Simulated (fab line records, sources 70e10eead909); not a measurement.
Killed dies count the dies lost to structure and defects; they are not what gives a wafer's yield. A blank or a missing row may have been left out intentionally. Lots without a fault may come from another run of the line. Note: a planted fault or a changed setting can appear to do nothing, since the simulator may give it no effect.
Which tool was responsible? ; flow nand harc ; 33 wafers from 11 lots sampled at 6 of the route's 1302 steps

== WHAT THE GAUGES READ, wafer by wafer ==
NHARC_A_CHANNEL_HOLE_D2_INSPECT_40.
lot;measured;on;raw defect count
L495;day 14 10:40;defect inspect-01;234 209 292
L496;day 14 10:54;defect inspect-02;237 298 221
L497;day 14 18:25;defect inspect-02;248 368 376
L503;day 17 20:14;defect inspect-01;1202 1205 1182
L505;day 18 10:19;defect inspect-01;262 377 242
L507;day 18 14:27;defect inspect-02;1246 1162 1239
L511;day 20 14:29;defect inspect-01;519 417 405
L512;day 20 22:22;defect inspect-02;469 398 423
L514;day 22 02:41;defect inspect-02;502 263 479
L515;day 22 14:23;defect inspect-02;290 427 403
L517;day 22 23:31;defect inspect-01;501 333 436

NHARC_END_SORT_01.
lot;measured;on;killed at array;killed at other;killed at periphery;killed dies;killed open;killed short
L495;day 25 10:18;prober-02;39 36 54;0 0 0;0 2 1;39 38 55;1 1 4;0 4 4
L496;day 25 03:17;prober-01;79 73 70;0 0 0;5 1 4;84 74 74;7 2 1;2 1 2
L497;day 25 16:27;prober-01;86 72 87;2 1 0;4 7 7;92 80 94;3 2 1;1 2 0
L503;day 28 15:25;prober-01;179 149 135;0 0 1;6 4 6;185 153 142;4 2 7;3 2 0
L505;day 29 14:11;prober-02;48 58 48;1 1 0;3 6 3;52 65 51;4 5 3;6 2 3
L507;day 29 21:59;prober-01;155 136 149;0 0 0;2 3 2;157 139 151;2 1 2;7 2 2
L511;day 31 15:59;prober-02;77 64 66;0 0 0;2 3 0;79 67 66;3 3 2;2 2 0
L512;day 32 09:04;prober-01;67 76 62;1 2 0;1 3 3;69 81 65;6 4 3;2 6 0
L514;day 33 03:31;prober-02;65 48 49;2 2 2;3 4 5;70 54 56;2 5 5;3 1 0
L515;day 33 18:46;prober-02;63 85 77;0 0 1;1 0 7;64 85 85;1 1 5;3 3 1
L517;day 34 15:48;prober-01;99 81 79;1 0 0;5 1 3;105 82 82;6 5 4;2 1 2

== WHICH TOOL RAN EACH LOT (tool, then ch and the chambers of the sampled wafers, then the start) ==
lot;NHARC_A_CHANNEL_HOLE_D2_ETCH_16;NHARC_A_CHANNEL_HOLE_D2_ETCH_23;NHARC_A_CHANNEL_FILL_D2_ALD_14;NHARC_A_CHANNEL_FILL_D2_ALD_15
L495;rie diel-01 ch 0,3, day 14 04:22;har etch-02 ch 0,1, day 14 06:44;ald hk-02 ch 0,1,2, day 14 19:10;ald sin batch-02 ch 0, day 25 10:18 or earlier
L496;rie diel-13 ch 0,1, day 14 04:31;har etch-01 ch 0,1, day 14 06:52;ald hk-01 ch 1,2,3, day 14 19:04;ald sin batch-02 ch 0, day 25 03:17 or earlier
L497;rie diel-01 ch 0,1,3, day 14 12:07;har etch-02 ch 0,1, day 14 14:10;ald hk-02 ch 1,2,3, day 15 01:35;ald sin batch-03 ch 0, day 25 16:27 or earlier
L503;rie diel-06 ch 0,1,2, day 17 04:55;har etch-02 ch 0,1, day 17 15:59;ald hk-01 ch 1,2,3, day 18 03:30;ald sin batch-01 ch 0, day 28 15:25 or earlier
L505;rie diel-01 ch 0,1,2, day 18 03:53;har etch-02 ch 0,1, day 18 05:59;ald hk-02 ch 0,2,3, day 18 17:58;ald sin batch-02 ch 0, day 29 14:11 or earlier
L507;rie diel-06 ch 1,3, day 18 04:52;har etch-02 ch 0, day 18 10:11;ald hk-02 ch 0,3, day 18 22:04;ald sin batch-01 ch 0, day 29 21:59 or earlier
L511;rie diel-06 ch 0,1,2, day 20 06:31;har etch-01 ch 0,1, day 20 10:04;ald hk-02 ch 0,1,3, day 20 21:37;ald sin batch-02 ch 0, day 31 15:59 or earlier
L512;rie diel-06 ch 0,2,3, day 20 13:46;har etch-01 ch 0,1, day 20 18:11;ald hk-03 ch 0,1,2, day 21 05:59;ald sin batch-03 ch 0, day 32 09:04 or earlier
L514;rie diel-06 ch 0,1,2, day 21 20:24;har etch-02 ch 0,1, day 21 22:32;ald hk-02 ch 0,1,2, day 22 09:59;ald sin batch-03 ch 0, day 33 03:31 or earlier
L515;rie diel-06 ch 0,1,3, day 22 08:06;har etch-01 ch 0,1, day 22 10:08;ald hk-03 ch 2,3, day 22 21:38;ald sin batch-02 ch 0, day 33 18:46 or earlier
L517;rie diel-01 ch 0,2,3, day 22 16:58;har etch-01 ch 0,1, day 22 19:03;ald hk-01 ch 0,2,3, day 23 06:43;ald sin batch-01 ch 0, day 34 15:48 or earlier
- NHARC_A_CHANNEL_HOLE_D2_ETCH_16: etches the open film in O2/COS, target depth 3100 nm, time 806 s.
- NHARC_A_CHANNEL_HOLE_D2_ETCH_23: etches the open film in C4F8/O2/Ar, time 819 s, target depth 1600 nm.
- NHARC_A_CHANNEL_FILL_D2_ALD_14: deposits SiO2, target thk 2.5 nm, pulse time 10 s, ald cycles 25.
- NHARC_A_CHANNEL_FILL_D2_ALD_15: deposits SiNx, target thk 2 nm, pulse time 60 s, ald cycles 19.

== WHAT THE TOOLS THEMSELVES READ (means of the sampled wafers that have a number; where no wafer has one, the mark that the record gives instead) ==
NHARC_A_CHANNEL_HOLE_D2_ETCH_16.
lot;tool;drypump motor current A (A);oes product au (a.u.);rf vpp V (V);showerhead plenum p Torr (Torr);throttle valve pct (%)
L495;rie diel-01;6.1;1.008;314.2;3.15;28.334
L496;rie diel-13;5.3;0.996;311.6;2.97;28.331
L497;rie diel-01;5.8;1.011;314.6;3.14;28.326
L503;rie diel-06;5.9;0.997;312.2;3.01;28.332
L505;rie diel-01;5.8;0.997;313.3;3.07;28.321
L507;rie diel-06;5.7;1.001;311.7;3.02;28.330
L511;rie diel-06;5.9;1.005;312.9;3.01;28.341
L512;rie diel-06;6.1;0.993;312.8;2.97;28.326
L514;rie diel-06;5.9;0.988;313.2;3.01;28.332
L515;rie diel-06;5.8;0.986;313.4;3.01;28.331
L517;rie diel-01;6.0;1.005;313.6;3.06;28.324

NHARC_A_CHANNEL_HOLE_D2_ETCH_23.
lot;tool;drypump motor current A (A);showerhead plenum p Torr (Torr);throttle valve pct (%)
L495;har etch-02;5.50;3.73;32.147
L496;har etch-01;5.77;3.63;32.151
L497;har etch-02;5.50;3.73;32.157
L503;har etch-02;5.65;3.70;32.144
L505;har etch-02;5.63;3.70;32.157
L507;har etch-02;5.36;3.71;32.154
L511;har etch-01;5.87;3.53;32.160
L512;har etch-01;5.85;3.53;32.156
L514;har etch-02;5.63;3.67;32.141
L515;har etch-01;5.79;3.57;32.152
L517;har etch-01;5.77;3.57;32.164

NHARC_A_CHANNEL_FILL_D2_ALD_14.
lot;tool;heater power w (W);precursor pulse height rel
L495;ald hk-02;458;0.994
L496;ald hk-01;470;1.007
L497;ald hk-02;498;0.997
L503;ald hk-01;478;1.006
L505;ald hk-02;482;0.990
L507;ald hk-02;451;0.993
L511;ald hk-02;467;0.994
L512;ald hk-03;477;0.996
L514;ald hk-02;460;0.990
L515;ald hk-03;485;1.008
L517;ald hk-01;497;1.002

NHARC_A_CHANNEL_FILL_D2_ALD_15.
lot;tool;chamber pressure Torr (Torr);precursor pulse height rel
L495;ald sin batch-02;2.000;1.011
L496;ald sin batch-02;2.001;0.974
L497;ald sin batch-03;2.002;0.998
L503;ald sin batch-01;1.996;1.013
L505;ald sin batch-02;2.000;1.004
L507;ald sin batch-01;2.002;1.015
L511;ald sin batch-02;2.003;1.001
L512;ald sin batch-03;2.001;0.999
L514;ald sin batch-03;2.001;0.981
L515;ald sin batch-02;2.000;1.004
L517;ald sin batch-01;1.999;0.988

== THE ANSWER, worked out from the rows above alone ==
Rule: the usual values come from the lots themselves. The widest of any qualifying gaps counts: lots, ordered by their means at a reading, are off when they make up no more than a third of the lots, leave a main group of 4 or more, and stand apart from it by 3 or more times the standard deviation of that group's means. Not used: any main group whose means are identical at the precision the tables above print for the reading. A lot without any number at a reading at which 4 lots or more have one is off too. The other lots that the step has rows for count as sound. First the gauges in route order, then the tools' own readings, where a lot's mean is used as printed above. The first step at which some lot is off is used, and at that step the reading that is off furthest; a lot without a number counts as furthest.
Off: L503, L507 (NHARC_A_CHANNEL_HOLE_D2_INSPECT_40, raw defect count). The main group has a mean of 357 with a standard deviation of 74.
A tool fits if, at a process step before that reading, it ran every lot that is off, and no sound lot after the first of them. The gauges at NHARC_A_CHANNEL_HOLE_D2_INSPECT_40 aren't tried: what is off there is off at NHARC_END_SORT_01 too, on other tools, and a gauge's error can't cause that. Of those tried, none fits.

== WHAT WAS PUT IN BY THE SIMULATOR ==
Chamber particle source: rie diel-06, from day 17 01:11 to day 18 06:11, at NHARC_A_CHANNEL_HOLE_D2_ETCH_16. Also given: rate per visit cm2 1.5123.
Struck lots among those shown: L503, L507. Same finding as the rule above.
